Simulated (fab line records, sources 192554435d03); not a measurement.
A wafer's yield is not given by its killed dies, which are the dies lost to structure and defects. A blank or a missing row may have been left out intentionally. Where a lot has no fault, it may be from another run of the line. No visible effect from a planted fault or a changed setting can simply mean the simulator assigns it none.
Split-lot experiment || flow n5 finfet || on a route of 1938 steps: 7 lots, 21 wafers read

## ABOUT THE SPLIT
At N5_BEOL_M7_DESCUM_33 (chemistry O2, time 7 s), the setting time s was moved away from the recipe's 7 s on 6 of the 21 wafers read, by -7.0% to +18.6%. This setting was run at the recipe's value on the other wafers.

## BETWEEN THE SPLIT AND THE READING: the file shows 1 step in between
- N5_BEOL_M7_ETCH_72: etches underlayer in N2/H2, target depth 6.5 nm, time 5.2 s

## THE READING
CAR-EUV_of_BEOL_M7_COAT_22.thk nm (the simulator's own value, which no gauge read), in nm, at N5_BEOL_M7_ETCH_65 (etches SiARC in CF4, target depth 15.6 nm, time 26 s). No usual value for it is given in the file. Across the 15 wafers here that went through the recipe, the average is 11.1 nm and the standard deviation 0.094 nm.

{"wafer": "L078.1", "tool, chamber at the split": "rie diel-05, 0", "time s as run, s": 8.196, "against the recipe": "+17.1%", "CAR-EUV_of_BEOL_M7_COAT_22.thk nm, nm": 10.6, "against lot-mates on the recipe": -0.4}
{"wafer": "L078.2", "tool, chamber at the split": "rie diel-05, 3,1", "time s as run, s": 7, "against the recipe": "recipe", "CAR-EUV_of_BEOL_M7_COAT_22.thk nm, nm": 11, "against lot-mates on the recipe": "-"}
{"wafer": "L078.4", "tool, chamber at the split": "rie diel-05, 3,1", "time s as run, s": 7, "against the recipe": "recipe", "CAR-EUV_of_BEOL_M7_COAT_22.thk nm, nm": 11, "against lot-mates on the recipe": "-"}
{"wafer": "L079.4", "tool, chamber at the split": "rie diel-01, 0,2", "time s as run, s": 8.299, "against the recipe": "+18.6%", "CAR-EUV_of_BEOL_M7_COAT_22.thk nm, nm": 10.8, "against lot-mates on the recipe": -0.4}
{"wafer": "L079.5", "tool, chamber at the split": "rie diel-01, 3", "time s as run, s": 7, "against the recipe": "recipe", "CAR-EUV_of_BEOL_M7_COAT_22.thk nm, nm": 11.2, "against lot-mates on the recipe": "-"}
{"wafer": "L079.6", "tool, chamber at the split": "rie diel-01, 0,2", "time s as run, s": 8.299, "against the recipe": "+18.6%", "CAR-EUV_of_BEOL_M7_COAT_22.thk nm, nm": 10.6, "against lot-mates on the recipe": -0.6}
{"wafer": "L080.2", "tool, chamber at the split": "rie diel-06, 2", "time s as run, s": 7, "against the recipe": "recipe", "CAR-EUV_of_BEOL_M7_COAT_22.thk nm, nm": 11.2, "against lot-mates on the recipe": "-"}
{"wafer": "L080.3", "tool, chamber at the split": "rie diel-06, 0", "time s as run, s": 6.512, "against the recipe": "-7.0%", "CAR-EUV_of_BEOL_M7_COAT_22.thk nm, nm": 11.4, "against lot-mates on the recipe": "+0.2"}
{"wafer": "L080.5", "tool, chamber at the split": "rie diel-06, 1", "time s as run, s": 6.512, "against the recipe": "-7.0%", "CAR-EUV_of_BEOL_M7_COAT_22.thk nm, nm": 11.4, "against lot-mates on the recipe": "+0.2"}
{"wafer": "L081.1", "tool, chamber at the split": "rie diel-06, 2,0,1", "time s as run, s": 7, "against the recipe": "recipe", "CAR-EUV_of_BEOL_M7_COAT_22.thk nm, nm": 11, "against lot-mates on the recipe": "-"}
{"wafer": "L081.2", "tool, chamber at the split": "rie diel-06, 2,0,1", "time s as run, s": 7, "against the recipe": "recipe", "CAR-EUV_of_BEOL_M7_COAT_22.thk nm, nm": 11, "against lot-mates on the recipe": "-"}
{"wafer": "L081.3", "tool, chamber at the split": "rie diel-06, 2,0,1", "time s as run, s": 7, "against the recipe": "recipe", "CAR-EUV_of_BEOL_M7_COAT_22.thk nm, nm": 11.2, "against lot-mates on the recipe": "-"}
{"wafer": "L083.2", "tool, chamber at the split": "rie diel-06, 1,3", "time s as run, s": 7, "against the recipe": "recipe", "CAR-EUV_of_BEOL_M7_COAT_22.thk nm, nm": 11.2, "against lot-mates on the recipe": "-"}
{"wafer": "L083.4", "tool, chamber at the split": "rie diel-06, 0", "time s as run, s": 7, "against the recipe": "recipe", "CAR-EUV_of_BEOL_M7_COAT_22.thk nm, nm": 11.2, "against lot-mates on the recipe": "-"}
{"wafer": "L083.3", "tool, chamber at the split": "rie diel-06, 1,3", "time s as run, s": 7, "against the recipe": "recipe", "CAR-EUV_of_BEOL_M7_COAT_22.thk nm, nm": 11, "against lot-mates on the recipe": "-"}
{"wafer": "L084.1", "tool, chamber at the split": "rie diel-06, 0", "time s as run, s": 7, "against the recipe": "recipe", "CAR-EUV_of_BEOL_M7_COAT_22.thk nm, nm": 11.2, "against lot-mates on the recipe": "-"}
{"wafer": "L084.2", "tool, chamber at the split": "rie diel-06, 2,3", "time s as run, s": 7, "against the recipe": "recipe", "CAR-EUV_of_BEOL_M7_COAT_22.thk nm, nm": 11.2, "against lot-mates on the recipe": "-"}
{"wafer": "L084.4", "tool, chamber at the split": "rie diel-06, 2,3", "time s as run, s": 7, "against the recipe": "recipe", "CAR-EUV_of_BEOL_M7_COAT_22.thk nm, nm": 11.2, "against lot-mates on the recipe": "-"}
{"wafer": "L095.2", "tool, chamber at the split": "rie diel-05, 2", "time s as run, s": 7.589, "against the recipe": "+8.4%", "CAR-EUV_of_BEOL_M7_COAT_22.thk nm, nm": 11, "against lot-mates on the recipe": -0.2}
{"wafer": "L095.3", "tool, chamber at the split": "rie diel-05, 1", "time s as run, s": 7, "against the recipe": "recipe", "CAR-EUV_of_BEOL_M7_COAT_22.thk nm, nm": 11.2, "against lot-mates on the recipe": "-"}
{"wafer": "L095.5", "tool, chamber at the split": "rie diel-05, 1", "time s as run, s": 7, "against the recipe": "recipe", "CAR-EUV_of_BEOL_M7_COAT_22.thk nm, nm": 11.2, "against lot-mates on the recipe": "-"}
Rows listing several chambers each stand for several wafers; the file does not say which wafer went through which chamber.

THE FIT
A straight line over all 21 wafers: CAR-EUV_of_BEOL_M7_COAT_22.thk nm changes by -0.0268 nm for each +1% of time s; r = -0.90; the points scatter about the line by 0.098 nm.
The same after taking each lot's own level away (the mean of its wafers on the recipe; 21 wafers): -0.0261 nm for each +1%; r = -0.95; scatter 0.064 nm.
The reading moves by 0.49 nm for the largest change in time s, on that fit.
The span of the lots' own levels, 11.00 to 11.20 nm, comes to 2.1 times the standard deviation stated above.
So the lot-to-lot level changes the slope little: the two slopes agree.
Check: for one of the wafers moved furthest among these (+18.6%), held out of the fit, the line's prediction against its lot-mates is -0.517 nm. Against them it came out at -0.4 nm.

## FURTHER SPLITS ON THESE WAFERS
These wafers also went through other splits before the reading. Each is held against what the fit with the lots' levels taken away leaves over:
{"other split on the same wafers": "N5_BEOL_M5_TRENCH_ETCH_37 time s", "wafers away from the commonest value": 10, "r with CAR-EUV_of_BEOL_M7_COAT_22.thk nm (lot level and that fit taken away)": -0.02}
{"other split on the same wafers": "N5_BEOL_M7_PECVD_70 temp c", "wafers away from the commonest value": 8, "r with CAR-EUV_of_BEOL_M7_COAT_22.thk nm (lot level and that fit taken away)": -0.18}
{"other split on the same wafers": "N5_BEOL_M7_COAT_05 spin rpm", "wafers away from the commonest value": 8, "r with CAR-EUV_of_BEOL_M7_COAT_22.thk nm (lot level and that fit taken away)": "+0.20"}

## THE WHOLE CHAIN: every reading that the file lists as answering this split, in the file's order
{"step": "N5_BEOL_M7_DESCUM_33", "what it does": "chemistry O2, time 7 s", "reading": "CAR-EUV_of_BEOL_M7_COAT_22.thk nm (the simulator's own value, which no gauge read)", "change (the file's fit)": "-0.0344 nm for each +1% of the setting", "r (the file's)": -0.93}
{"step": "N5_BEOL_M7_ETCH_72", "what it does": "etches underlayer in N2/H2, target depth 6.5 nm, time 5.2 s", "reading": "CAR-EUV_of_BEOL_M7_COAT_22.thk nm (the simulator's own value, which no gauge read)", "change (the file's fit)": "-0.029 nm for each +1% of the setting", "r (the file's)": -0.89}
{"step": "N5_BEOL_M7_ETCH_65", "what it does": "etches SiARC in CF4, target depth 15.6 nm, time 26 s", "reading": "CAR-EUV_of_BEOL_M7_COAT_22.thk nm (the simulator's own value, which no gauge read)", "change (the file's fit)": "-0.0254 nm for each +1% of the setting", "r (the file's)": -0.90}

## THE FILE'S OWN FIT
CAR-EUV_of_BEOL_M7_COAT_22.thk nm changes by -0.0254 nm for each +1% of time s, r = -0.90.
